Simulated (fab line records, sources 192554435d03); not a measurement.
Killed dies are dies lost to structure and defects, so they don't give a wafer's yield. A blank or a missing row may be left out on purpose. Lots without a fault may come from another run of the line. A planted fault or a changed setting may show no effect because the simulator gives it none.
Chamber matching | flow n5_finfet | N5_FIN_SAQP_ETCH_65 on rie_si-01: 4 sister chambers
The step etches SiO2 in CF4, target depth 4 nm, time 4.4 s. 8 wafers are shown with their chamber, then 12 later ones without.

WAFERS WITH THEIR CHAMBER
wafer  | chamber | throttle_valve_pct (%) | drypump_motor_current_A (A)
L079.2 | 0       | 22.02                  | 5.9
L082.1 | 0       | 22.03                  | 5.9
L082.4 | 1       | 21.60                  | 5.7
L084.2 | 3       | 21.85                  | 5.5
L084.6 | 2       | 21.98                  | 5.9
L089.1 | 2       | 21.98                  | 5.9
L089.2 | 1       | 21.60                  | 5.6
L089.3 | 3       | 21.84                  | 5.5

WAFERS WITHOUT THEIR CHAMBER
wafer  | throttle_valve_pct (%) | drypump_motor_current_A (A)
L090.1 | 21.58                  | 5.7
L090.3 | 21.99                  | 5.9
L090.5 | 21.84                  | 5.5
L093.2 | 21.85                  | 5.5
L093.3 | 21.58                  | 5.7
L093.4 | 22.03                  | 5.8
L096.4 | 21.60                  | 5.7
L096.5 | 21.59                  | 5.7
L096.6 | 21.99                  | 5.9
L097.2 | 21.97                  | 5.9
L097.4 | 21.60                  | 5.7
L097.6 | 22.02                  | 5.9

WHICH CHAMBER EACH WENT THROUGH
wafer  | from the rows above | in truth
L090.1 | 1                   | 1
L090.3 | 2                   | 2
L090.5 | 3                   | 3
L093.2 | 3                   | 3
L093.3 | 1                   | 1
L093.4 | 0                   | 0
L096.4 | 1                   | 1
L096.5 | 1                   | 1
L096.6 | 2                   | 2
L097.2 | 2                   | 2
L097.4 | 1                   | 1
L097.6 | 0                   | 0
Placed correctly: 12 of 12. Can't be placed from these rows: 0. Placed wrongly: 0.
How it was worked out, from the rows above alone: a wafer's distance from a chamber is the root of the sum, over the readings, of the square of ((its reading less the chamber's mean) divided by the reading's scatter). The wafer belongs to the nearest chamber; if the next one is less than 2 further off, it can't be placed. A chamber's mean is the mean of its shown wafers. The scatter: the root of (the sum of the squares of (reading less its chamber's mean) over the shown wafers, divided by (wafers less chambers)).
